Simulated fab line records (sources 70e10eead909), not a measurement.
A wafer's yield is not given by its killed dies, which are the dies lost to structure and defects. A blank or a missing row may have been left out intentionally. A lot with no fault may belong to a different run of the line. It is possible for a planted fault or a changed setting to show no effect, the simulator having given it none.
Problem report, 8D (eight disciplines) form, completed by code	flow nand-harc	the parts of the form that need people (team, actions taken, sign-off) are left out

1. THE PROBLEM
Wafers with no fault read 69 with a standard deviation of 23, whereas raw-defect-count at NHARC_A_CHANNEL_HOLE_D1_INSPECT_40 reads a mean of 391 on 1 wafer of 1 lot. Relative to the usual mean, that is a shift of +14 standard deviations.
First seen on wafer L553.4, day 13 18:50, on defect-inspect-02. At this step, 31 wafers from 11 lots have a number in the record. Rule for "out" (also "out of limits"): further than 4 standard deviations from the usual mean. All remaining wafers that have a number are taken as sound.

2. WHAT IT IS, AND WHAT IT ISN'T
question	is	is not
which readings at this step	raw-defect-count	-
which lots	L553	L541, L542, L543, L544, L558, L560, L561, L562, L563, L564
which wafers of those lots	all that have a number	-
read on which gauges	defect-inspect-02	defect-inspect-01
when	from day 13 18:50	up to then (12 sound wafers); but 18 sound wafers of L558, L560, L561, L562, L563, L564 came after

3. THE SUSPECTS, EACH WITH WHAT RULES IT OUT
Counting: a tool at any process step up to the reading remains a suspect when it ran all the lots that are out and ran no sound lot after the first of those.
- the gauge at NHARC_A_CHANNEL_HOLE_D1_INSPECT_40: ruled out. All the wafers that are out were read on defect-inspect-02, but those of them that NHARC_END_SORT_01 has rows for are out there too, on other tools.
- rie-diel-08 at NHARC_A_CHANNEL_HOLE_D1_ETCH_38 (etches the open film in CF4, target depth 39 nm, time 65 s): ruled out as a lasting fault. After its first lot that is out, L553 (day 13 12:03), sound lots L561, L563 ran on it.
- rie-diel-08 at NHARC_A_CHANNEL_HOLE_D1_ETCH_34 (etches the open film in CF4/CHF3, target depth 154 nm, time 77 s): ruled out as a lasting fault. After its first lot that is out, L553 (day 13 12:23), sound lots L561, L563 ran on it.
- rie-diel-08 at NHARC_A_CHANNEL_HOLE_D1_ETCH_44 (etches the open film in CF4/O2, target depth 140 nm, overetch 14 nm, time 77 s): ruled out as a lasting fault. After its first lot that is out, L553 (day 13 17:52), sound lots L558, L562, L563, L564 ran on it.
Left after counting: nothing in the record.

4. THE CAUSE (what the simulator had put in)
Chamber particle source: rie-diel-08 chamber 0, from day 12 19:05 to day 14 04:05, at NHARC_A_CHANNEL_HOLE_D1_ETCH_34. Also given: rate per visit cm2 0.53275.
It was ruled out by counting, in error; the rule expects a fault to strike all lots run on its tool from its start on, and this fault did not.

5. THE CHAIN OF EFFECTS, in route order
Each row: a reading where the mean over the struck wafers with a number is more than 3 standard deviations away from the usual. Only readings whose record carries a usual standard deviation are examined. hours: median over the lots of the time between each lot's start at the first step of this table that gives one and its start at this step. sigmas: the change, counted in usual standard deviations.
hours	step	reading	usual	on struck wafers	change	sigmas
0	NHARC_A_CHANNEL_HOLE_D1_INSPECT_40	raw-defect-count	69	391	+322	+14
386	NHARC_END_SORT_01	killed-at-array	57	130	+73	+3.6
386	NHARC_END_SORT_01	killed-dies	61	138	+77	+4.1

6. WHAT WOULD HAVE CAUGHT IT SOONER
In this record the first reading out of limits at a measuring or inspecting step was taken at day 13 18:50, 24 hours after the fault began at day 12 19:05.
An alarm limit of 4 standard deviations would not have fired on the tool readings at NHARC_A_CHANNEL_HOLE_D1_ETCH_34 for which the record gives a usual standard deviation, since none of them was out on any struck wafer.
